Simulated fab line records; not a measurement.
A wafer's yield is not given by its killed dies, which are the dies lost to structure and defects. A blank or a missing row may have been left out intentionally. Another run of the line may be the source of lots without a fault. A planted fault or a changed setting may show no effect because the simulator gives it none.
A struck lot beside a sound one	flow n5-finfet	15 out of 1938 route steps
Sound: these wafers, L636.1, L636.2, L636.4. Wafers struck: L643.2, L643.3, L643.6. Last of all comes the cause.
At each step with rows: each side's tool, then ch and its chambers, then its first start. Under that, the readings that differ: sound wafers	struck wafers	difference of the means	sigmas: that difference in standard deviations of wafers without a fault.
alike: readings with means less than 2 such deviations apart, plus words and numbers identical on both sides. not compared: withheld readings, readings lacking a value on some wafer, bounds such as >300 that could conceal the same value, and numbers that have no deviation in the record and whose values overlap.
Wherever a step has rows on one side only, a row that says differs or no value, or a row with sigmas, the two part there. Numbers that don't overlap but have no deviation are shown without sigmas and don't part them. A reading missing from all wafers of one side parts the sides only when that side holds two or more wafers.

N5_GATE_CUT_VAPOR_ETCH_49: etches TiAlC in BCl3/Cl2.
  sound on rie-metal-01 ch 1, day 5 01:39; struck on rie-metal-03 ch 0,1, day 6 09:04
  alike: drypump-motor-current-A, oes-product-au
N5_GATE_CUT_VAPOR_ETCH_51: etches HfO2 in BCl3/Cl2.
  sound on rie-metal-01 ch 1, day 5 01:43; struck on rie-metal-03 ch 0,1, day 6 09:05
  alike: drypump-motor-current-A, oes-product-au
N5_GATE_CUT_STRIP_21: strips in N2/H2, time 30 s.
  sound on plasma-asher-02 ch 0,1, day 5 01:47; struck on plasma-asher-02 ch 0,1, day 6 09:08
  alike: drypump-motor-current-A, heater-power-w
  not compared: rf-hours-counter-h
then, 3 steps without rows for these wafers: N5_GATE_CUT_STRIP_29 (strips in post etch residue remover, time 60 s); N5_GATE_CUT_SRD_52 (time 30 s); N5_GATE_CUT_ALD_22 (deposits SiNx, target thk 16 nm, pulse time 1 s, ald cycles 320).
N5_GATE_CUT_CMP_23: polishes, stops on SiO2, t overpolish 23.4 s, target thk 16 nm.
  sound on cmp-03 ch 0,2,3, day 5 03:59; struck on cmp-02 ch 0,1, day 6 11:07
  alike: edge-zone-pressure-frac, motor-current-A, overpolish-run-s, time-to-endpoint-s
N5_GATE_CUT_THK_MEAS_24:
  sound: film-metro-02 at day 5 04:17; struck: film-metro-01 at day 6 11:25
  alike: GC_FILL_THK
N5_GATE_CUT_CMP_43: polishes SiO2.
  sound on cmp-04 ch 0,1,2, day 5 04:19; struck on cmp-04 ch 1,3, day 6 11:39
  alike: edge-zone-pressure-frac, motor-current-A
then, 1 step without rows for these wafers: N5_GATE_CUT_CMP_61 (polishes, stops on SiNx, t overpolish 3 s).
N5_GATE_CUT_INSPECT_26: inspects for defects (darkfield).
  sound: defect-inspect-02 at day 5 05:01; struck: defect-inspect-01 at day 6 12:22
reading	sound	struck	difference	sigmas
raw-defect-count	34 30 22	69 62 83	+43	+3
N5_MOL_CONTACT_COAG_COAT_103: time 60 s, resist thk 80 nm.
  sound on litho-track-03 ch 0, day 5 05:04; struck on litho-track-03 ch 0, day 6 12:23
reading	sound	struck	difference	sigmas
heater-power-total-W (W)	501.5 502.4 501.8	473.4 474.3 472.2	-28.6	-15
plate-temp-C (C)	249.95 250.17 250.03	238.52 238.43 238.52	-11.56	-68
model.SOC_of_MOL_CONTACT_COAG_COAT_103.thk-nm (nm)	79.8 80 79.8	80.8 80.4 80.4	+0.7	
  alike: resist-line-temp-C
then, 1 step without rows for these wafers: N5_MOL_CONTACT_COAG_COAT_104 (time 60 s, resist thk 12 nm).
-- record jumps: 5 days separate the struck wafers' starts on either side; left off in module MOL_CONTACT_COAG, taken up again in module BEOL_M4, whose first shown step is the route's number 1111 --
N5_BEOL_M4_RC_MEAS_101:
  sound on prober-02 ch 0, day 8 20:29; struck on prober-01 ch 0, day 11 04:07
  alike: DIBL_N, DIBL_P, IOFF_N, IOFF_P, ION_N, ION_P, SS_N, SS_P, VT_N, VT_P
-- here the record skips 4 days between the struck wafers' starts before and after, leaving off in module BEOL_M4 and picking up in module PASSIVATION (first step shown: number 1936 of the route) --
N5_PASSIVATION_PROBE_49:
  only the struck wafers here have rows in the record (prober-01, day 15 06:38); the sound ones have none

== WHERE THEY PART ==
Earliest at N5_GATE_CUT_INSPECT_26; latest, in this record, at N5_PASSIVATION_PROBE_49.

WHY: whatever the simulator had introduced
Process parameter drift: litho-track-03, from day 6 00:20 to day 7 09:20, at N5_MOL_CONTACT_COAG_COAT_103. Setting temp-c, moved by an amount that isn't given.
